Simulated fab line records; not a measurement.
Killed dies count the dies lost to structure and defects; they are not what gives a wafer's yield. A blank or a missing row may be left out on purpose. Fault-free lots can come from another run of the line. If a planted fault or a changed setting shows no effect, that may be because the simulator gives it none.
Chamber matching | flow nand_harc | 4 sister chambers for NHARC_A_DECK1_JOINT_CMP_02 on cmp-04
The step polishes SiOx. 4 wafers are shown with their chamber, then 7 later ones without.

## EACH WAFER AND ITS CHAMBER
wafer  | chamber | motor_current_A (A)
L085.2 | 2       | 13.6
L085.3 | 3       | 11.4
L092.1 | 1       | 12.9
L092.3 | 0       | 12.7

## WAFERS WITH NO CHAMBER GIVEN
wafer  | motor_current_A (A)
L092.4 | 12.3
L093.1 | 12.1
L093.3 | 12.3
L093.4 | 11.4
L096.2 | 13.8
L096.3 | 12.0
L096.6 | 12.8

## CHAMBER TAKEN BY EACH
wafer  | from the rows above          | in truth
L092.4 | can't be placed: 0 or 1 or 3 | 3
L093.1 | can't be placed: 0 or 3 or 1 | 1
L093.3 | can't be placed: 0 or 1 or 3 | 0
L093.4 | 3                            | 3
L096.2 | can't be placed: 2 or 1      | 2
L096.3 | can't be placed: 3 or 0 or 1 | 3
L096.6 | can't be placed: 1 or 0 or 2 | 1
Correctly placed: 1 of 7. Can't be placed from these rows: 6 (the true chamber is among the candidates in 6). Wrongly placed: 0.
How it was worked out, from the rows above alone: a wafer's distance from a chamber is the root of the sum, over the readings, of the square of ((its reading less the chamber's mean) divided by the reading's scatter). If the next closest chamber is less than 2 further off than the closest, the wafer can't be placed; otherwise it belongs to the closest. For every chamber, the mean is computed from those of its wafers that are shown. The scatter: with one shown wafer a chamber, the root of the mean of the squares of how far each hidden wafer lies from its nearest shown one.
